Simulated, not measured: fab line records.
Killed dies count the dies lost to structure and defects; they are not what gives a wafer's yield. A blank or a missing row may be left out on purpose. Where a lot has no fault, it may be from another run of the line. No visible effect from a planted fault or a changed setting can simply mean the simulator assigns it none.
fab line records ; flow nand_harc
[record] lots = 6; wafers = 16; last_day = 32
route steps=1302 shown A_ONON_D1@426 END@1302
lots that met no fault: taken from a fault-free run of the same line
start_h: hours from the record's opening day to when the first of the lot's shown wafers began ; wait_h: hours elapsed since this lot's preceding step ; " unchanged from the row above ; L1.1+2: a row that stands for several wafers ; - no value present, or no start provided ; * or withheld: withheld ; < > ~ a bound
route shown NAME@n: a module of which the file shows steps, and the number in the route of the first ; usual: mean/standard deviation taken from wafers without a fault ; same: alike in all rows ; chamber/n: place in a boat ; sites: each site's reading ; _std_site: their standard deviation ; _edge_site: the outer-site mean with the inner-site mean subtracted ; radius_mm: for every site, how far away it sits from the centre of the wafer ; mask NAME#n: copy n ; behind: the tool/chamber that last shaped the wafer ; hold: why the lot was held/for how many hours/how that ended ; device: the transistor (n, p or np) that didn't switch ; end of line: the route-end tests of the same wafers ; for a step that has no rows: nothing shown but its recipe ; killed: not the wafer's yield, but the dies lost to structure and defects at the first sort ; map: dies across one wafer; x = killed, . = not, _ = none there
set.NAME: the setting that was run; set.NAME@STEP: the one run at that earlier step ; model.NAME: the simulator's own value behind a step, which no gauge read
lots seen at some steps along the route; tables by step, rows by wafer
services: a tool's chamber out of use, with start hour (start_h, from the record's first day; less than 0 if before it), hours out, and reason
[[steps]]
[step NHARC_A_ONON_D1_DEP_03]
[recipe] target_thk_a = 10000; n2_flow_sccm = 2750; n2o_flow_sccm = 2000; nh3_flow_sccm = 500; sih4_flow_sccm = 210; temp_c = 400
[step NHARC_A_ONON_D1_THK_MEAS_05]
[recipe] thk_meas_gauge = ellipsometry
[usual] thk_nm = 1001/10
lot.wafer;tool;chamber;start_h;wait_h;thk_nm
L954.3;film_metro-02;-;170.29;-;1006
L954.4;film_metro-02;-;170.29;-;1006
L954.6;film_metro-02;-;170.29;-;1007
L963.2;film_metro-02;-;269.10;-;1002
L963.4;film_metro-02;-;269.10;-;1002
L964.2;film_metro-01;-;272.87;-;995
L964.4;film_metro-01;-;272.87;-;995
L970.2;film_metro-02;-;334.43;-;1013
L970.4;film_metro-02;-;334.43;-;1014
L970.6;film_metro-02;-;334.43;-;1012
L973.1;film_metro-02;-;366.27;-;980
L973.5;film_metro-02;-;366.27;-;978
L973.6;film_metro-02;-;366.27;-;982
L975.2;film_metro-01;-;381.04;-;994
L975.4;film_metro-01;-;381.04;-;996
L975.5;film_metro-01;-;381.04;-;998
[step NHARC_A_ONON_D1_DEP_06]
[recipe] target_thk_a = 10000; n2_flow_sccm = 2750; n2o_flow_sccm = 2000; nh3_flow_sccm = 500; sih4_flow_sccm = 210; temp_c = 400
[step NHARC_A_ONON_D1_THK_MEAS_08]
[recipe] thk_meas_gauge = ellipsometry
[usual] thk_nm = 1000/9.4
lot.wafer;tool;chamber;start_h;wait_h;thk_nm
L954.3;film_metro-02;-;170.86;-;1013
L954.4;film_metro-02;-;170.86;-;1011
L954.6;film_metro-02;-;170.86;-;1010
L963.2;film_metro-01;-;269.68;-;993
L963.4;film_metro-01;-;269.68;-;992
L964.2;film_metro-01;-;273.46;-;1010
L964.4;film_metro-01;-;273.46;-;1009
L970.2;film_metro-01;-;334.99;-;989
L970.4;film_metro-01;-;334.99;-;989
L970.6;film_metro-01;-;334.99;-;991
L973.1;film_metro-01;-;366.84;-;984
L973.5;film_metro-01;-;366.84;-;983
L973.6;film_metro-01;-;366.84;-;983
L975.2;film_metro-01;-;381.60;-;1012
L975.4;film_metro-01;-;381.60;-;1013
L975.5;film_metro-01;-;381.60;-;1012
[step NHARC_A_ONON_D1_DEP_09]
[recipe] target_thk_a = 10000; n2_flow_sccm = 2750; n2o_flow_sccm = 2000; nh3_flow_sccm = 500; sih4_flow_sccm = 210; temp_c = 400
[step NHARC_A_ONON_D1_THK_MEAS_11]
[recipe] thk_meas_gauge = ellipsometry
[usual] thk_nm = 1000/12
lot.wafer;tool;chamber;start_h;wait_h;thk_nm
L954.3;film_metro-02;-;171.42;-;1012
L954.4;film_metro-02;-;171.42;-;1011
L954.6;film_metro-02;-;171.42;-;1013
L963.2;film_metro-02;-;270.24;-;1007
L963.4;film_metro-02;-;270.24;-;1009
L964.2;film_metro-01;-;274.03;-;975
L964.4;film_metro-01;-;274.03;-;975
L970.2;film_metro-02;-;335.58;-;992
L970.4;film_metro-02;-;335.58;-;993
L970.6;film_metro-02;-;335.58;-;992
L973.1;film_metro-01;-;367.40;-;1001
L973.5;film_metro-01;-;367.40;-;1002
L973.6;film_metro-01;-;367.40;-;1002
L975.2;film_metro-01;-;382.17;-;985
L975.4;film_metro-01;-;382.17;-;985
L975.5;film_metro-01;-;382.17;-;985
[step NHARC_A_ONON_D1_DEP_12]
[recipe] target_thk_a = 10000; n2_flow_sccm = 2750; n2o_flow_sccm = 2000; nh3_flow_sccm = 500; sih4_flow_sccm = 210; temp_c = 400
[step NHARC_A_ONON_D1_THK_MEAS_14]
[recipe] thk_meas_gauge = ellipsometry
[usual] thk_nm = 1001/11
lot.wafer;tool;chamber;start_h;wait_h;thk_nm
L954.3;film_metro-02;-;171.99;-;1001
L954.4;film_metro-02;-;171.99;-;1003
L954.6;film_metro-02;-;171.99;-;1002
L963.2;film_metro-01;-;270.81;-;1019
L963.4;film_metro-01;-;270.81;-;1020
L964.2;film_metro-02;-;274.59;-;1008
L964.4;film_metro-02;-;274.59;-;1008
L970.2;film_metro-01;-;336.15;-;983
L970.4;film_metro-01;-;336.15;-;984
L970.6;film_metro-01;-;336.15;-;982
L973.1;film_metro-01;-;367.97;-;1003
L973.5;film_metro-01;-;367.97;-;1006
L973.6;film_metro-01;-;367.97;-;1004
L975.2;film_metro-01;-;382.73;-;978
L975.4;film_metro-01;-;382.73;-;980
L975.5;film_metro-01;-;382.73;-;979
[step NHARC_A_ONON_D1_ANNEAL_15]
[recipe] temp_c = 750; time_s = 3600
[step NHARC_A_ONON_D1_DEP_16]
[recipe] target_thk_a = 10000; n2_flow_sccm = 2750; n2o_flow_sccm = 2000; nh3_flow_sccm = 500; sih4_flow_sccm = 210; temp_c = 400
[step NHARC_A_ONON_D1_THK_MEAS_18]
[recipe] thk_meas_gauge = ellipsometry
[usual] thk_nm = 1001/9.5
lot.wafer;tool;chamber;start_h;wait_h;thk_nm
L954.3;film_metro-01;-;180.97;-;1003
L954.4;film_metro-01;-;180.97;-;1005
L954.6;film_metro-01;-;180.97;-;1003
L963.2;film_metro-01;-;278.62;-;1009
L963.4;film_metro-01;-;278.62;-;1010
L964.2;film_metro-01;-;282.41;-;1011
L964.4;film_metro-01;-;282.41;-;1010
L970.2;film_metro-01;-;344.50;-;1004
L970.4;film_metro-01;-;344.50;-;1003
L970.6;film_metro-01;-;344.50;-;1005
L973.1;film_metro-01;-;376.22;-;1006
L973.5;film_metro-01;-;376.22;-;1008
L973.6;film_metro-01;-;376.22;-;1007
L975.2;film_metro-01;-;390.36;-;988
L975.4;film_metro-01;-;390.36;-;987
L975.5;film_metro-01;-;390.36;-;987
[step NHARC_A_ONON_D1_DEP_19]
[recipe] target_thk_a = 10000; n2_flow_sccm = 2750; n2o_flow_sccm = 2000; nh3_flow_sccm = 500; sih4_flow_sccm = 210; temp_c = 400
[usual] susceptor_temp_C = 400.07/0.25
lot.wafer;tool;chamber;start_h;wait_h;susceptor_temp_C
L954.3;pecvd_onon-04;0;181.14;0.2;399.90
L954.4;pecvd_onon-04;0;181.14;0.2;400.04
L954.6;pecvd_onon-04;0;181.14;0.2;399.79
L963.2;pecvd_onon-04;0;278.74;0.1;400.43
L963.4;pecvd_onon-04;0;278.74;0.1;400.04
L964.2;pecvd_onon-04;0;282.53;0.1;399.80
L964.4;pecvd_onon-04;0;282.53;0.1;399.98
L970.2;pecvd_onon-01;0;344.62;0.1;400.00
L970.4;pecvd_onon-01;0;344.62;0.1;399.73
L970.6;pecvd_onon-01;0;344.62;0.1;399.77
L973.1;pecvd_onon-01;0;376.28;0.1;400.24
L973.5;pecvd_onon-01;0;376.28;0.1;399.77
L973.6;pecvd_onon-01;0;376.28;0.1;399.96
L975.2;pecvd_onon-04;0;390.47;0.1;400.12
L975.4;pecvd_onon-04;0;390.47;0.1;399.72
L975.5;pecvd_onon-04;0;390.47;0.1;399.77
[step NHARC_A_ONON_D1_THK_MEAS_21]
[recipe] thk_meas_gauge = ellipsometry
[usual] thk_nm = 1000/9.8
lot.wafer;tool;chamber;start_h;wait_h;hold;thk_nm
L954.3;film_metro-02;-;181.53;-;-;996
L954.4;film_metro-02;-;181.53;-;-;995
L954.6;film_metro-02;-;181.53;-;-;996
L963.2;film_metro-02;-;279.20;-;await_dispo/0.2h/release;1495
L963.4;film_metro-02;-;279.20;-;await_dispo/0.2h/release;1495
L963.2;film_metro-02;-;279.37;0.2;-;1494
L963.4;film_metro-02;-;279.37;0.2;-;1495
L964.2;film_metro-01;-;282.98;-;await_dispo/0.2h/release;1481
L964.4;film_metro-01;-;282.98;-;await_dispo/0.2h/release;1480
L964.2;film_metro-01;-;283.15;0.2;-;1480
L964.4;film_metro-01;-;283.15;0.2;-;1480
L970.2;film_metro-02;-;345.07;-;-;1013
L970.4;film_metro-02;-;345.07;-;-;1013
L970.6;film_metro-02;-;345.07;-;-;1014
L973.1;film_metro-01;-;376.79;-;-;988
L973.5;film_metro-01;-;376.79;-;-;990
L973.6;film_metro-01;-;376.79;-;-;989
L975.2;film_metro-02;-;390.92;-;-;1000
L975.4;film_metro-02;-;390.92;-;-;1001
L975.5;film_metro-02;-;390.92;-;-;1000
[step NHARC_END_SORT_01]
[recipe] temp_c = 25
[usual] killed_at_array = 53/18; killed_at_other = 1.0/1.2; killed_at_periphery = 3.6/2.4; killed_dies = 58/18; killed_open = 3.4/1.8; killed_short = 2.3/1.5
[same] gross_dies = 677
lot.wafer;tool;chamber;start_h;wait_h;hold;killed_at_array;killed_at_other;killed_at_periphery;killed_dies;killed_open;killed_short
L954.3;prober-01;0;573.18;3.1;-;71;1;7;79;4;2
L954.4;prober-01;0;573.98;3.4;-;65;0;7;72;4;0
L954.6;prober-01;0;575.59;4.0;-;85;1;6;92;0;1
L963.2;prober-01;0;654.73;2.8;await_dispo/1.5h/release;672;1;4;677;5;2
L963.4;prober-01;0;656.35;3.4;await_dispo/1.5h/release;670;4;3;677;3;2
L964.2;prober-02;0;676.78;2.8;await_dispo/3.3h/release;675;1;1;677;4;2
L964.4;prober-02;0;678.37;3.4;await_dispo/3.3h/release;675;1;1;677;3;3
L970.2;prober-02;0;733.79;2.8;-;43;2;1;46;4;2
L970.4;prober-02;0;735.39;3.4;-;28;2;1;31;1;1
L970.6;prober-02;0;736.99;4.0;-;34;1;2;37;0;3
L975.2;prober-01;0;772.28;2.8;-;51;0;3;54;4;1
L975.4;prober-01;0;773.90;3.4;-;50;2;4;56;5;5
L975.5;prober-01;0;774.71;3.8;-;37;1;1;39;1;2
// killed by level:class
L954.3 A_CHANNEL_HOLE_D1:chamber_film_flake=26 A_CHANNEL_HOLE_D2:chamber_film_flake=20 A_SLIT:chamber_film_flake=13 P_M2:chamber_film_flake=6 A_STAIRCASE:chamber_film_flake=3 A_DECK1_JOINT:chamber_film_flake=2 A_SOURCE_PLATE:geometric_particle:open=1 A_ONON_D1:geometric_particle:open=1
L954.4 A_CHANNEL_HOLE_D2:chamber_film_flake=25 A_SLIT:chamber_film_flake=17 A_CHANNEL_HOLE_D1:chamber_film_flake=15 P_M2:chamber_film_flake=7 A_SOURCE_PLATE:geometric_particle:open=1 A_ONON_D1:geometric_particle:open=1 A_CHANNEL_FILL_D1:geometric_particle:open=1 A_BLC:geometric_particle:open=1
L954.6 A_CHANNEL_HOLE_D2:chamber_film_flake=31 A_CHANNEL_HOLE_D1:chamber_film_flake=28 A_SLIT:chamber_film_flake=16 P_M2:chamber_film_flake=6 A_DECK1_JOINT:chamber_film_flake=4 A_STAIRCASE:chamber_film_flake=4 A_DECK1_JOINT:geometric_particle:short=1 A_CHANNEL_FILL_D2:chamber_film_flake=1
L963.2 A_ONON_D1:area_dep=586 A_CHANNEL_HOLE_D1:chamber_film_flake=34 A_SLIT:chamber_film_flake=16 A_CHANNEL_HOLE_D2:chamber_film_flake=13 A_STAIRCASE:chamber_film_flake=5 A_CONTACT:chamber_film_flake=5 A_CHANNEL_FILL_D1:chamber_film_flake=3 P_GATE:geometric_particle:open=2
L963.4 A_ONON_D1:area_dep=598 A_CHANNEL_HOLE_D1:chamber_film_flake=28 A_SLIT:chamber_film_flake=19 A_STAIRCASE:chamber_film_flake=6 A_ZERO_WELL:chamber_film_flake=4 A_CHANNEL_FILL_D1:chamber_film_flake=4 A_CHANNEL_HOLE_D2:chamber_film_flake=4 THIN_TSV:chamber_film_flake=4
L964.2 A_ONON_D1:area_dep=607 A_CHANNEL_HOLE_D1:chamber_film_flake=34 A_SLIT:chamber_film_flake=23 A_ZERO_WELL:chamber_film_flake=2 A_CHANNEL_FILL_D2:chamber_film_flake=2 P_STI:geometric_particle:open=1 A_ONON_D1:geometric_particle:open=1 A_CHANNEL_HOLE_D1:geometric_particle:open=1
L964.4 A_ONON_D1:area_dep=608 A_CHANNEL_HOLE_D1:chamber_film_flake=26 A_SLIT:chamber_film_flake=22 A_CONTACT:chamber_film_flake=5 A_CHANNEL_FILL_D1:geometric_particle:short=2 A_CHANNEL_FILL_D2:chamber_film_flake=2 A_STAIRCASE:chamber_film_flake=2 A_M1:chamber_film_flake=2
L970.2 A_CHANNEL_HOLE_D2:chamber_film_flake=18 A_CHANNEL_HOLE_D1:chamber_film_flake=8 A_STAIRCASE:chamber_film_flake=4 A_DECK1_JOINT:chamber_film_flake=3 A_SLIT:chamber_film_flake=2 A_CONTACT:chamber_film_flake=2 THIN_TSV:chamber_film_flake=2 A_ONON_D1:geometric_particle:open=1
L970.4 A_CHANNEL_HOLE_D2:chamber_film_flake=9 A_CHANNEL_HOLE_D1:chamber_film_flake=9 A_SLIT:chamber_film_flake=3 A_CONTACT:chamber_film_flake=3 THIN_TSV:chamber_film_flake=2 P_CONTACT:geometric_particle:short=1 A_ONON_D2:geometric_particle:open=1 A_CHANNEL_FILL_D1:chamber_film_flake=1
L970.6 A_CHANNEL_HOLE_D2:chamber_film_flake=16 A_CHANNEL_HOLE_D1:chamber_film_flake=5 A_SLIT:chamber_film_flake=5 A_DECK1_JOINT:chamber_film_flake=2 P_M2:geometric_particle:short=1 A_CHANNEL_HOLE_D2:geometric_particle:short=1 A_WL_FILL:geometric_particle:short=1 P_BONDPAD:chamber_film_flake=1
L975.2 A_SLIT:chamber_film_flake=21 A_CHANNEL_HOLE_D2:chamber_film_flake=16 A_STAIRCASE:chamber_film_flake=4 A_CONTACT:chamber_film_flake=3 P_M1:geometric_particle:open=1 A_CHANNEL_HOLE_D2:geometric_particle:open=1 A_CHANNEL_FILL_D2:geometric_particle:open=1 A_WL_FILL:geometric_particle:short=1
L975.4 A_SLIT:chamber_film_flake=16 A_CHANNEL_HOLE_D2:chamber_film_flake=14 A_WL_FILL:chamber_film_flake=5 A_CONTACT:chamber_film_flake=5 A_WL_FILL:geometric_particle:short=3 P_M1:geometric_particle:open=2 A_STAIRCASE:chamber_film_flake=2 THIN_TSV:chamber_film_flake=2
L975.5 A_SLIT:chamber_film_flake=19 A_CHANNEL_HOLE_D2:chamber_film_flake=6 A_CONTACT:chamber_film_flake=6 A_WL_FILL:geometric_particle:short=2 A_BLC:geometric_particle:open=1 P_ZERO_WELL:chamber_film_flake=1 A_CHANNEL_HOLE_D1:chamber_film_flake=1 A_STAIRCASE:chamber_film_flake=1
// map L963.2 (x killed, . not)
____________x____________
_________xxxxxxx_________
_______xxxxxxxxxxx_______
______xxxxxxxxxxxxx______
_____xxxxxxxxxxxxxxx_____
____xxxxxxxxxxxxxxxxx____
____xxxxxxxxxxxxxxxxx____
___xxxxxxxxxxxxxxxxxxx___
___xxxxxxxxxxxxxxxxxxx___
__xxxxxxxxxxxxxxxxxxxxx__
__xxxxxxxxxxxxxxxxxxxxx__
_xxxxxxxxxxxxxxxxxxxxxxx_
_xxxxxxxxxxxxxxxxxxxxxxx_
_xxxxxxxxxxxxxxxxxxxxxxx_
_xxxxxxxxxxxxxxxxxxxxxxx_
_xxxxxxxxxxxxxxxxxxxxxxx_
xxxxxxxxxxxxxxxxxxxxxxxxx
xxxxxxxxxxxxxxxxxxxxxxxxx
xxxxxxxxxxxxxxxxxxxxxxxxx
xxxxxxxxxxxxxxxxxxxxxxxxx
xxxxxxxxxxxxxxxxxxxxxxxxx
_xxxxxxxxxxxxxxxxxxxxxxx_
_xxxxxxxxxxxxxxxxxxxxxxx_
_xxxxxxxxxxxxxxxxxxxxxxx_
_xxxxxxxxxxxxxxxxxxxxxxx_
_xxxxxxxxxxxxxxxxxxxxxxx_
__xxxxxxxxxxxxxxxxxxxxx__
__xxxxxxxxxxxxxxxxxxxxx__
___xxxxxxxxxxxxxxxxxxx___
___xxxxxxxxxxxxxxxxxxx___
____xxxxxxxxxxxxxxxxx____
____xxxxxxxxxxxxxxxxx____
_____xxxxxxxxxxxxxxx_____
______xxxxxxxxxxxxx______
_______xxxxxxxxxxx_______
_________xxxxxxx_________
____________x____________
// map L964.2 (x killed, . not)
____________x____________
_________xxxxxxx_________
_______xxxxxxxxxxx_______
______xxxxxxxxxxxxx______
_____xxxxxxxxxxxxxxx_____
____xxxxxxxxxxxxxxxxx____
____xxxxxxxxxxxxxxxxx____
___xxxxxxxxxxxxxxxxxxx___
___xxxxxxxxxxxxxxxxxxx___
__xxxxxxxxxxxxxxxxxxxxx__
__xxxxxxxxxxxxxxxxxxxxx__
_xxxxxxxxxxxxxxxxxxxxxxx_
_xxxxxxxxxxxxxxxxxxxxxxx_
_xxxxxxxxxxxxxxxxxxxxxxx_
_xxxxxxxxxxxxxxxxxxxxxxx_
_xxxxxxxxxxxxxxxxxxxxxxx_
xxxxxxxxxxxxxxxxxxxxxxxxx
xxxxxxxxxxxxxxxxxxxxxxxxx
xxxxxxxxxxxxxxxxxxxxxxxxx
xxxxxxxxxxxxxxxxxxxxxxxxx
xxxxxxxxxxxxxxxxxxxxxxxxx
_xxxxxxxxxxxxxxxxxxxxxxx_
_xxxxxxxxxxxxxxxxxxxxxxx_
_xxxxxxxxxxxxxxxxxxxxxxx_
_xxxxxxxxxxxxxxxxxxxxxxx_
_xxxxxxxxxxxxxxxxxxxxxxx_
__xxxxxxxxxxxxxxxxxxxxx__
__xxxxxxxxxxxxxxxxxxxxx__
___xxxxxxxxxxxxxxxxxxx___
___xxxxxxxxxxxxxxxxxxx___
____xxxxxxxxxxxxxxxxx____
____xxxxxxxxxxxxxxxxx____
_____xxxxxxxxxxxxxxx_____
______xxxxxxxxxxxxx______
_______xxxxxxxxxxx_______
_________xxxxxxx_________
____________x____________
[[services]]
tool;chamber;start_h;hours;kind
pecvd_onon-01;-;269.52;13.0;pm
pecvd_onon-04;-;311.10;13.0;pm
[[key]]
[first_sign] step = NHARC_A_ONON_D1_THK_MEAS_21; reading = visit; direction = added
[effect] step = NHARC_A_ONON_D1_THK_MEAS_21; reading = thk_nm; direction = up; sigmas = 50; usual = 1000; struck = 1488
[effect] step = NHARC_END_SORT_01; reading = killed_at_array; direction = up; sigmas = 35; usual = 53; struck = 673
[more_kills_born_at] NHARC_A_ONON_D1_DEP_19@pecvd_onon-04 = 2399
met_at NHARC_A_ONON_D1_DEP_19
struck_wafers L963.2,L963.4,L964.2,L964.4
later_rows_left_out L963.2,L963.4,L964.2,L964.4
tester_left_out L963,L964
onset_between 181.14 278.74
[fault] kind = process_parameter_drift; tool = pecvd_onon-04; chamber = -; onset_h = 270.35; steps = NHARC_A_ONON_D1_DEP_19; channel = target_thk_a; offset = *; shape = step; end_h = 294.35; scope = struck_wafers_only; acts_in = *; stated = *
// tester_left_out: of these lots the tester's yield and bins aren't shown, on N5 and GAA mostly nor the transistor test; their killed dies are dies lost to structure and defects alone, not to doping, threshold or leakage, so they don't give the yield
// later_rows_left_out: the simulator's readings of these wafers behind a module that went badly wrong aren't trusted and aren't shown, but for the sort
